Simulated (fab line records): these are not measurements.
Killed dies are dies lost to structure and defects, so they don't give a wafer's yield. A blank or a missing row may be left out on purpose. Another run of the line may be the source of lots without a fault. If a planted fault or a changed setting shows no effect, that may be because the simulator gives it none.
Matching of chambers	flow nand_harc	ald_sin-02 running NHARC_P_GATE_ALD_36: 4 sister chambers
The step deposits SiNx, target thk 20 nm, pulse time 60 s, ald cycles 223. 4 wafers are shown with their chamber, then 8 later ones without.

== WAFERS, EACH WITH ITS CHAMBER ==
wafer	chamber	heater_power_w (W)
L074.1	1	797
L085.4	0	910
L085.5	3	947
L089.2	2	856

== WAFERS MISSING THEIR CHAMBER ==
wafer	heater_power_w (W)
L089.1	922
L089.5	796
L092.1	904
L092.5	924
L092.6	932
L094.4	780
L094.3	831
L094.6	779

== WHICH CHAMBER EACH WENT THROUGH ==
wafer	from the rows above	in truth
L089.1	can't be placed: 0 or 3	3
L089.5	1	1
L092.1	0	0
L092.5	can't be placed: 0 or 3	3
L092.6	can't be placed: 3 or 0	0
L094.4	1	1
L094.3	can't be placed: 2 or 1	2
L094.6	1	1
Correctly placed: 4 of 8. Unplaceable from these rows: 4, with the true chamber sitting among the candidates in 4. 0 placed wrongly.
How it was worked out, from the rows above alone: a wafer's distance from a chamber is the root of the sum, over the readings, of the square of ((its reading less the chamber's mean) divided by the reading's scatter). If the next closest chamber is less than 2 further off than the closest, the wafer can't be placed; otherwise it belongs to the closest. A chamber's mean is the mean of its shown wafers. The scatter: root of mean squared gap, hidden wafer to nearest shown wafer, with one shown wafer a chamber.
